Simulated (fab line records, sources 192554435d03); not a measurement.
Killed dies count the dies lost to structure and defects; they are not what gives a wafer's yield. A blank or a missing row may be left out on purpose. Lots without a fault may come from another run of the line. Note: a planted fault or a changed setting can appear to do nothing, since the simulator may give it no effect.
fab line records | flow n5Finfet
record: lots: 11 wafers: 27 lastDay: 16
route steps=1938 shown BEOL_M4@1072 PASSIVATION@1936
lots that met no fault: from a run of the same line without faults
startH: the number of hours between the record's first day and the start of the first shown wafer of the lot | waitH: hours elapsed since this lot's preceding step | " unchanged from the row above | L1.1+2: several wafers, shown together as one row | - either no value or no given start | * or withheld: withheld | < > ~ a bound
route shown NAME@n: names a module that has steps shown in the file, with the first one's number in the route | usual: the fault-free wafers' mean and standard deviation | same: alike in all rows | chamber/n: place in a boat | sites: the reading at each site | _std_site: the standard deviation of these | _edge_site: the outer-site mean with the inner-site mean subtracted | radiusMm: how far each site lies from the wafer's centre | mask NAME#n: copy n | behind: the most recent tool/chamber to have shaped the wafer | hold: the reason the lot was held/the length of the hold in hours/how it ended | device: which transistor (n, p or np) failed to switch | end of line: the route-end tests of the same wafers | for a step that has no rows: nothing shown but its recipe | killed: dies that structure and defects cost at the first sort, which is not the same as the wafer's yield | map: the dies of a wafer, with x for killed, . for not killed, _ for no die there
set.NAME: the run value of the setting; set.NAME@STEP: its run value at that earlier step | model.NAME: the simulator's own value behind a step, which no gauge read
the route's steps for a sample of lots (tables are steps, rows are wafers)
services: the hour from which a tool's chamber was out of use, counted from the record's first day as startH (under 0 if before that day), plus the number of hours and why
== steps ==
step: N5_BEOL_M4_STRIP_97
recipe: chemistry: N2/H2 timeS: 10 powerW: 450 tempC: 40 pressureMtorr: 20 rfFrequencyHz: 6e+07 biasPowerW: 7 n2FlowSccm: 200 h2FlowSccm: 200
usual: biasPowerW: 6.997/0.02 chamberPressureMTorr: 20.002/0.017 drypumpMotorCurrentA: 5.7/0.46 oesProductAu: 0.82/0.1 rfVppV: 59.3/0.89 showerheadPlenumPTorr: 2.59/0.078 throttleValvePct: 23.62/0.27
columns lot.wafer tool chamber startH waitH biasPowerW chamberPressureMTorr drypumpMotorCurrentA oesProductAu rfHoursCounterH rfVppV showerheadPlenumPTorr throttleValvePct
L279.2 rieDiel-05 2 - - 6.987 19.997 6.3 0.80 94 60.3 2.68 23.62
L279.6 " 0 " " 6.973 19.992 6.1 0.73 - 59.3 2.63 23.28
L282.1 rieDiel-06 0 - - 6.998 20.023 5.7 0.78 131 59.2 2.55 23.51
L282.4 " 2 " " 6.977 19.991 6.2 0.75 168 60.2 2.67 23.46
L282.6 " 0 " " 6.997 19.991 5.7 0.78 - 58.7 2.55 23.50
L283.1 rieDiel-06 1 - - 7.025 20.026 6.1 0.68 229 60.8 2.48 23.47
L283.2 " 0 " " 6.991 20.000 5.7 0.76 135 59.6 2.55 23.51
L283.3 " 3 " " 6.964 20.039 5.8 0.72 195 58.1 2.52 23.93
L286.1 rieDiel-06 2 - - 7.012 19.993 6.1 0.74 178 61.6 2.67 23.47
L286.3 " 3 " " 6.996 19.998 5.8 0.72 204 58.7 2.52 23.93
L287.1 rieDiel-05 1 - - 7.013 19.967 5.2 0.99 6 58.5 2.60 23.48
L287.2 " 0 " " 6.977 19.999 6.1 0.73 208 60.6 2.63 23.31
L287.5 " 2 " " 6.984 20.019 6.3 0.79 - 60.0 2.67 23.64
L289.1 rieDiel-05 1 - - 7.008 20.021 5.2 0.99 9 61.7 2.60 23.48
L289.2 " 2 " " 7.017 20.015 6.4 0.79 114 58.2 2.67 23.63
L289.6 " 1 " " 6.982 19.998 5.2 0.99 - 61.0 2.60 23.46
L290.1 rieDiel-05 3 - - 6.983 20.004 5.6 0.87 34 60.3 2.72 23.93
L290.5 " 2 " " 6.970 20.021 6.4 0.78 - 58.0 2.66 23.64
L292.5 rieDiel-04 0 - - 7.001 19.973 5.9 0.88 - 59.0 2.50 23.66
L292.6 " 2 " " 6.991 19.998 4.8 0.99 - 59.5 2.60 23.80
L291.1 rieDiel-05 0 - - 7.010 19.976 6.1 0.72 214 59.4 2.62 23.31
L291.2 " 1 " " 6.982 20.009 5.2 0.95 16 59.3 2.60 23.49
L291.3 " 3 " " 6.994 19.996 5.6 0.86 35 60.5 2.72 23.92
L293.1 rieDiel-05 2 - - 6.978 20.010 6.4 0.78 121 58.9 2.66 23.65
L293.2 " 1 " " 6.996 20.004 5.2 0.96 16 58.6 2.60 23.49
L296.2 rieDiel-04 2 - - 6.992 19.990 4.8 0.93 11 59.8 2.59 23.80
L296.3 " 3 " " 6.996 19.994 5.4 0.88 38 60.0 2.46 23.12
step: N5_BEOL_M4_ALD_84
recipe: material: TaN targetThkA: * tempC: 275 aldPrecursorFamily: PDMAT aldCoReactant: NH3 pressureTorr: 3 carrierFlowSccm: 1500 pulseTimeS: 2 purgeTimeS: 3 coReactantPurgeTimeS: 2 coReactantPulseTimeS: 3 aldCycles: 30 precursorVesselTempC: 75 precursorVesselPressureTorr: 26.25 precursorVesselCarrierSccm: 1000
usual: aldCycles: 30/0 heaterPowerW: 399/43
columns lot.wafer tool chamber startH waitH aldCycles heaterPowerW
L279.2 aldMetal-04 3 166.27 0.3 30 401
L279.6 " 2 " " 30 345
L282.1 aldMetal-01 1 178.11 0.1 30 439
L282.4 " 3 " " 30 376
L282.6 " 0 " " 30 438
L283.1 aldMetal-04 2 190.07 0.1 30 353
L283.2 " 1 " " 30 461
L283.3 " 0 " " 30 326
L286.1 aldMetal-01 3 212.32 0.3 30 378
L286.3 " 2 " " 30 398
L287.1 aldMetal-04 2 217.48 0.0 30 347
L287.2 " 3 " " 30 399
L287.5 " 3 " " 30 410
L289.1 aldMetal-02 2 224.69 0.1 30 389
L289.2 " 1 " " 30 461
L289.6 " 1 " " 30 464
L290.1 aldMetal-02 3 240.84 0.1 30 395
L290.5 " 3 " " 30 384
L292.5 aldMetal-04 2 241.11 0.1 30 349
L292.6 " 3 " " 30 418
L291.1 aldMetal-02 1 243.70 0.1 30 457
L291.2 " 2 " " 40 393
L291.3 " 3 " " 30 393
L293.1 aldMetal-02 2 243.90 0.2 30 388
L293.2 " 1 " " 40 459
L296.2 aldMetal-02 3 270.36 0.0 40 398
L296.3 " 0 " " 30 382
step: N5_BEOL_M4_SPUTTER_79
recipe: material: Cu targetThkA: 45 tempC: -20 chamberPressurePa: 0.07 powerW: withheld timeS: 8.29
usual: throttleValvePct: 29.9/0.74
columns lot.wafer tool chamber startH waitH throttleValvePct
L279.2 pvdSputter-02 - 167.39 0.1 29.6
L279.6 " - " " 30.9
L282.1 pvdSputter-03 - 179.89 0.1 28.8
L282.4 " - " " 30.3
L282.6 " - " " 31.0
L283.1 pvdSputter-03 - 192.39 0.1 30.9
L283.2 " - " " 29.0
L283.3 " - " " 30.3
L286.1 pvdSputter-03 - 213.23 0.1 30.4
L286.3 " - " " 30.1
L287.1 pvdSputter-03 - 218.38 0.1 29.2
L287.2 " - " " 29.9
L287.5 " - " " 30.0
L289.1 pvdSputter-01 - 225.57 0.1 29.1
L289.2 " - " " 30.3
L289.6 " - " " 29.1
L290.1 pvdSputter-03 - 241.83 0.1 30.5
L290.5 " - " " 30.1
L292.5 pvdSputter-02 - 241.92 0.0 29.7
L292.6 " - " " 31.2
L291.1 pvdSputter-02 - 244.55 0.1 29.4
L291.2 " - " " 29.4
L291.3 " - " " 28.5
L293.1 pvdSputter-01 - 244.91 0.1 29.6
L293.2 " - " " 29.3
L296.2 pvdSputter-02 - 271.03 0.1 29.4
L296.3 " - " " 29.9
step: N5_BEOL_M4_SPUTTER_81
recipe: material: Cu targetThkA: 45 tempC: -20 chamberPressurePa: 0.07 powerW: withheld timeS: 8.29
usual: throttleValvePct: 29.9/0.73
columns lot.wafer tool chamber startH waitH throttleValvePct
L279.2 pvdSputter-02 - 167.61 0.1 29.6
L279.6 " - " " 30.9
L282.1 pvdSputter-03 - 180.11 0.1 29.1
L282.4 " - " " 30.3
L282.6 " - " " 31.1
L283.1 pvdSputter-03 - 192.61 0.1 30.9
L283.2 " - " " 29.0
L283.3 " - " " 30.2
L286.1 pvdSputter-03 - 213.45 0.1 30.4
L286.3 " - " " 30.0
L287.1 pvdSputter-03 - 218.60 0.1 29.4
L287.2 " - " " 29.8
L287.5 " - " " 30.0
L289.1 pvdSputter-01 - 225.79 0.1 29.2
L289.2 " - " " 30.1
L289.6 " - " " 29.1
L290.1 pvdSputter-03 - 242.05 0.1 30.3
L290.5 " - " " 30.1
L292.5 pvdSputter-02 - 242.14 0.0 29.6
L292.6 " - " " 30.7
L291.1 pvdSputter-02 - 244.77 0.1 29.6
L291.2 " - " " 29.6
L291.3 " - " " 28.7
L293.1 pvdSputter-01 - 245.13 0.1 29.5
L293.2 " - " " 29.2
L296.2 pvdSputter-02 - 271.25 0.1 29.6
L296.3 " - " " 29.9
step: N5_BEOL_M4_RC_MEAS_101
usual: CHAIN_V3: 226/12 CHAIN_V3_max_site: 235/12 DIBL_N: 37.5/2 DIBL_P: 37.5/2.5 IOFF_N: 0.18/0.042 IOFF_P: 0.24/0.046 ION_N: 677/15 ION_P: 464/9.5 SS_N: 72.0/0.76 SS_P: 73.6/0.79 VT_N: 249/3.5 VT_P: -249/3.2
columns lot.wafer tool chamber startH waitH CHAIN_V3[ohm/link] CHAIN_V3_max_site[ohm/link] DIBL_N[mV/V] DIBL_P[mV/V] IOFF_N[nA/um] IOFF_P[nA/um] ION_N[uA/um] ION_P[uA/um] SS_N[mV/dec] SS_P[mV/dec] VT_N[mV] VT_P[mV]
L279.2 prober-02 0 170.18 0.2 219 225 37.0 38.6 0.17 0.23 691 466 72.8 74.1 247 -251
L279.6 " 0 " " 228 236 38.1 39.7 0.18 0.26 667 458 72.8 74.7 251 -249
L282.1 prober-02 0 182.55 0.0 238 252 36.5 34.2 0.13 0.21 670 468 71.2 73.3 254 -247
L282.4 " 0 " " 230 247 37.0 36.7 0.15 0.26 658 464 71.2 73.5 250 -248
L282.6 " 0 " " 236 247 39.3 37.7 0.18 0.26 680 470 72.3 73.6 247 -245
L283.1 prober-01 0 195.03 0.0 250 256 34.2 34.4 0.15 0.18 682 471 72.3 73.2 253 -254
L283.2 " 0 " " 228 242 36.0 37.9 0.18 0.24 670 457 72.0 73.3 247 -249
L283.3 " 0 " " 216 228 36.8 38.0 0.20 0.23 687 464 72.0 74.3 247 -251
L286.1 prober-02 0 216.10 0.0 241 253 34.7 33.6 0.12 0.16 657 454 70.5 71.5 257 -252
L286.3 " 0 " " 216 225 42.7 45.1 0.30 0.38 694 473 73.4 75.7 243 -241
L287.1 prober-02 0 221.05 0.0 244 251 38.8 39.8 0.21 0.29 691 475 71.1 74.3 243 -242
L287.2 " 0 " " 231 239 38.0 37.3 0.18 0.24 677 465 71.7 73.2 252 -247
L287.5 " 0 " " 225 241 39.1 39.7 0.19 0.28 667 468 71.3 74.1 247 -245
L289.1 prober-01 0 228.21 0.0 263 270 37.1 40.3 0.19 0.27 658 446 71.9 74.3 250 -252
L289.2 " 0 " " 227 231 37.0 38.0 0.19 0.20 665 449 73.0 72.5 248 -252
L289.6 " 0 " " 245 259 36.0 37.7 0.15 0.20 654 446 72.2 72.6 254 -255
L290.1 prober-01 0 244.47 0.0 219 225 37.6 36.7 0.15 0.21 672 463 70.9 73.2 251 -249
L290.5 " 0 " " 204 215 36.7 34.8 0.16 0.19 681 464 71.4 73.0 250 -248
L292.5 prober-02 0 245.34 0.6 227 231 39.6 38.8 0.26 0.28 677 460 73.7 73.7 247 -246
L292.6 " 0 " " 248 253 34.4 33.9 0.14 0.20 685 464 71.8 72.4 250 -251
L291.1 prober-02 0 247.20 0.0 228 236 39.4 39.6 0.22 0.23 676 457 72.2 74.0 248 -252
L291.2 " 0 " " 310 321 39.2 39.9 0.21 0.25 680 460 72.6 74.8 247 -249
L291.3 " 0 " " 224 234 34.6 34.0 0.14 0.17 663 448 71.4 72.7 252 -254
L293.1 prober-01 0 248.21 0.0 216 227 41.2 41.2 0.24 0.31 666 450 72.3 74.2 249 -248
L293.2 " 0 " " 315 321 37.0 36.4 0.16 0.24 676 465 71.5 73.9 248 -248
L296.2 prober-01 0 273.82 0.2 316 324 38.5 36.9 0.18 0.24 655 457 71.7 73.8 249 -247
L296.3 " 0 " " 219 227 39.0 38.1 0.19 0.25 664 460 71.6 73.0 249 -247
sites CHAIN_V3 radiusMm=0,75,75,75,75,140,140,140,140
L279.2 221 223 219 225 220 211 213 211 213
L282.1 215 227 227 239 232 252 238 245 238
L283.1 242 249 253 256 249 250 239 252 250
L286.1 253 247 245 243 241 233 234 233 228
L287.1 236 243 243 251 245 250 244 248 243
L289.1 255 266 260 270 268 269 259 261 263
L290.1 218 218 225 225 219 220 220 217 217
L292.5 231 229 228 231 227 218 205 223 215
L291.1 222 228 227 234 227 231 236 227 233
L293.1 221 223 223 227 216 212 214 214 206
L296.2 313 316 323 324 314 307 316 317 305
step: N5_PASSIVATION_PROBE_49
usual: defectLimitedYield: 91.8/1.5 killed_at_M0_to_M3: 33/11 killed_at_M4_up: 13/5 killedAtContacts: 11/5.6 killedAtFrontEnd: 36/12 killedAtOther: 3.4/2.5 killedDies: 97/18 killedOpen: 64/13 killedShort: 31/6.9 sort_bin_4_leakage: 0.01/0.048 sort_bin_5_function: 4.8/1 sort_bin_6_memory: 3.1/0.64 sortNPass: 1083/18 sortYieldPct: 91.8/1.5
same: grossDies: 1180 killedAtBackSide: 0 sort_bin_8_speed[%]: 0
columns lot.wafer tool chamber startH waitH defectLimitedYield[%] killed_at_M0_to_M3 killed_at_M4_up killedAtContacts killedAtFrontEnd killedAtOther killedDies killedOpen killedShort sort_bin_4_leakage[%] sort_bin_5_function[%] sort_bin_6_memory[%] sortNPass sortYieldPct[%]
L291.1 prober-02 - 347.92 0.0 90.2 31 10 24 49 2 116 71 41 0 5.8 3.7 1064 90.2
L293.1 prober-02 - 352.65 0.0 89.3 46 14 12 49 5 126 81 42 0 6.6 4.1 1054 89.3
L293.2 prober-02 - 352.70 0.1 85.4 51 12 19 89 1 172 114 57 0 9.1 4.8 1008 85.4
killed by level:class
L291.1 BEOL_M0_SAQP:geometricParticle:open=14 MOL_CONTACT_COAG:geometricParticle:short=12 MOL_CONTACT_COAG:geometricParticle:open=11 DUMMY_GATE:geometricParticle:open=7 BEOL_M0_SAQP:geometricParticle:short=7 GATE_CUT:geometricParticle:short=6 FIN_SAQP:geometricParticle:short=5 STI_FIN_REVEAL:geometricParticle:open=5
L293.1 FIN_SAQP:geometricParticle:open=16 BEOL_M0_SAQP:geometricParticle:open=16 BEOL_M0_SAQP:geometricParticle:short=14 MOL_CONTACT_COAG:geometricParticle:open=10 FIN_SAQP:geometricParticle:short=5 STI_FIN_REVEAL:geometricParticle:open=5 DUMMY_GATE:geometricParticle:open=5 BEOL_M4:geometricParticle:open=5
L293.2 FIN_SAQP:geometricParticle:open=30 FIN_SAQP:geometricParticle:short=16 STI_FIN_REVEAL:geometricParticle:open=14 MOL_CONTACT_COAG:geometricParticle:open=13 BEOL_M0_SAQP:geometricParticle:short=13 GATE_CUT:geometricParticle:open=12 BEOL_M0_SAQP:geometricParticle:open=9 GATE_CUT:geometricParticle:short=7
== services ==
columns tool chamber startH hours kind
rieDiel-04 3 148.63 - clean
rieDiel-04 3 148.63 - consumableReplace:focusRing
rieDiel-04 3 148.63 22.8 scheduledDown
rieDiel-04 3 148.63 22.8 ventCycle
aldMetal-02 2 158.74 5.2 repair
rieDiel-05 1 178.48 - clean
rieDiel-05 1 178.48 - consumableReplace:focusRing
rieDiel-05 1 178.48 18.8 scheduledDown
rieDiel-05 1 178.48 18.8 ventCycle
aldMetal-02 0 206.22 49.9 repair
rieDiel-06 0 207.22 4.4 repair
rieDiel-04 2 217.90 5.7 repair
rieDiel-04 2 223.62 - clean
rieDiel-04 2 223.62 - consumableReplace:focusRing
rieDiel-04 2 223.62 14.5 scheduledDown
rieDiel-04 2 223.62 14.5 ventCycle
rieDiel-05 0 230.90 5.1 repair
aldMetal-02 - 244.36 2.8 pm
rieDiel-06 3 245.02 16.7 repair
pvdSputter-01 - 252.79 1.5 repair
rieDiel-06 1 261.75 - clean
rieDiel-06 1 261.75 - consumableReplace:focusRing
rieDiel-06 1 261.75 17.4 scheduledDown
rieDiel-06 1 261.75 17.4 ventCycle
== key ==
firstSign: step: N5_BEOL_M4_ALD_84 reading: aldCycles direction: up sigmas: 99+ usual: * struck: *
effect: step: N5_BEOL_M4_RC_MEAS_101 reading: CHAIN_V3 direction: up sigmas: 7.3 usual: 226 struck: 314
effect: step: N5_BEOL_M4_RC_MEAS_101 reading: CHAIN_V3_max_site direction: up sigmas: 7 usual: 235 struck: 322
metAt N5_BEOL_M4_ALD_84
struckLots L291,L293,L296
struckWafers L291.2,L293.2,L296.2
notActingAt N5_BEOL_M4_STRIP_97,N5_BEOL_M4_SPUTTER_79,N5_BEOL_M4_SPUTTER_81
fault: kind: processParameterDrift tool: aldMetal-02 chamber: - onsetH: 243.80 steps: N5_BEOL_M4_ALD_84 channel: aldCycles offset: * shape: step endH: 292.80 scope: struckWafersOnly actsIn: * stated: *
